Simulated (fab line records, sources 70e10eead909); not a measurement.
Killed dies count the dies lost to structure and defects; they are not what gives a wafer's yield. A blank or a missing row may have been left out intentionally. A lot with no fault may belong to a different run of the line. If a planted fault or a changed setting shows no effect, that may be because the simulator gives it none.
Tool commonality check :: flow nand_harc :: Sample size 3 lots and 9 wafers

== THE REASON FOR OPENING IT ==
Flagged at NHARC_END_SORT_01: reading killed_dies, on 3 of 3 lots. Fault-free wafers read 57, with a standard deviation of 16.
Rule: flag the lot when none of its wafers has a number, or when each of its wafers that has one lies beyond 4 standard deviations from that mean. The other lots count as sound.

lot: L736
measured: day 27 14:13
on: prober-01
killed_dies, wafer by wafer: 677 677 677
flag: FLAGGED

lot: L738
measured: day 27 23:05
on: prober-01
killed_dies, wafer by wafer: 677 677 677
flag: FLAGGED

lot: L739
measured: day 27 23:51
on: prober-02
killed_dies, wafer by wafer: 677 677 677
flag: FLAGGED
The numbers of the flagged lots are 677 on average: +620 against the usual, or +39 standard deviations.

== EACH LOT AND THE TOOL IT RAN ON ==
Before the reading, the record contains 3 process steps out of a 1302-step route. In each cell: the tool, then ch and the chambers that the sampled wafers went through, then the start.
lot: L736
flag: FLAGGED
NHARC_A_SGD_CUT_ETCH_15: rie_diel-10 ch 2,3, day 22 07:20 or earlier
NHARC_A_SGD_CUT_STRIP_17: rie_diel-10 ch 0,2,3, day 22 07:20
NHARC_A_SGD_CUT_ETCHBACK_24: rie_diel-06 ch 1,3, day 22 14:42

lot: L738
flag: FLAGGED
NHARC_A_SGD_CUT_ETCH_15: rie_diel-07 ch 0,1,2, day 22 16:08 or earlier
NHARC_A_SGD_CUT_STRIP_17: rie_diel-07 ch 2,3, day 22 16:08
NHARC_A_SGD_CUT_ETCHBACK_24: rie_diel-07 ch 1,2,3, day 22 21:15

lot: L739
flag: FLAGGED
NHARC_A_SGD_CUT_ETCH_15: rie_diel-10 ch 0,2,3, day 22 15:22 or earlier
NHARC_A_SGD_CUT_STRIP_17: rie_diel-10 ch 0,2, day 22 15:22
NHARC_A_SGD_CUT_ETCHBACK_24: rie_diel-10 ch 0,3, day 22 21:15
What is done by these steps:
- NHARC_A_SGD_CUT_ETCH_15: etches the open film in CH3F/O2, target depth 75 nm, time 64.3 s.
- NHARC_A_SGD_CUT_STRIP_17: strips in O2.
- NHARC_A_SGD_CUT_ETCHBACK_24: etches the open film in CH3F/O2, target depth 50 nm, time 92.857 s.
- NHARC_END_SORT_01

== FLAGGED OVER TOTAL, TOOL BY TOOL (the gauges that took the reading come last) ==
step: NHARC_A_SGD_CUT_ETCH_15
tool: rie_diel-07
lots run: 1
flagged: 1
share of the flagged lots: some
sound lots run after its first flagged lot: 0

step: NHARC_A_SGD_CUT_ETCH_15
tool: rie_diel-10
lots run: 2
flagged: 2
share of the flagged lots: some
sound lots run after its first flagged lot: 0

step: NHARC_A_SGD_CUT_STRIP_17
tool: rie_diel-07
lots run: 1
flagged: 1
share of the flagged lots: some
sound lots run after its first flagged lot: 0

step: NHARC_A_SGD_CUT_STRIP_17
tool: rie_diel-10
lots run: 2
flagged: 2
share of the flagged lots: some
sound lots run after its first flagged lot: 0

step: NHARC_A_SGD_CUT_ETCHBACK_24
tool: rie_diel-06
lots run: 1
flagged: 1
share of the flagged lots: some
sound lots run after its first flagged lot: 0

step: NHARC_A_SGD_CUT_ETCHBACK_24
tool: rie_diel-07
lots run: 1
flagged: 1
share of the flagged lots: some
sound lots run after its first flagged lot: 0

step: NHARC_A_SGD_CUT_ETCHBACK_24
tool: rie_diel-10
lots run: 1
flagged: 1
share of the flagged lots: some
sound lots run after its first flagged lot: 0

step: NHARC_END_SORT_01
tool: prober-01
lots run: 2
flagged: 2
share of the flagged lots: some
sound lots run after its first flagged lot: 0

step: NHARC_END_SORT_01
tool: prober-02
lots run: 1
flagged: 1
share of the flagged lots: some
sound lots run after its first flagged lot: 0
With no start given for some of its lots, NHARC_A_SGD_CUT_ETCH_15 uses the hours and lot order of NHARC_A_SGD_CUT_STRIP_17.

== WHAT IS ALLOWED BY THE TABLE ==
No row of the table ran every flagged lot.

== WHAT THE SIMULATOR PUT IN ==
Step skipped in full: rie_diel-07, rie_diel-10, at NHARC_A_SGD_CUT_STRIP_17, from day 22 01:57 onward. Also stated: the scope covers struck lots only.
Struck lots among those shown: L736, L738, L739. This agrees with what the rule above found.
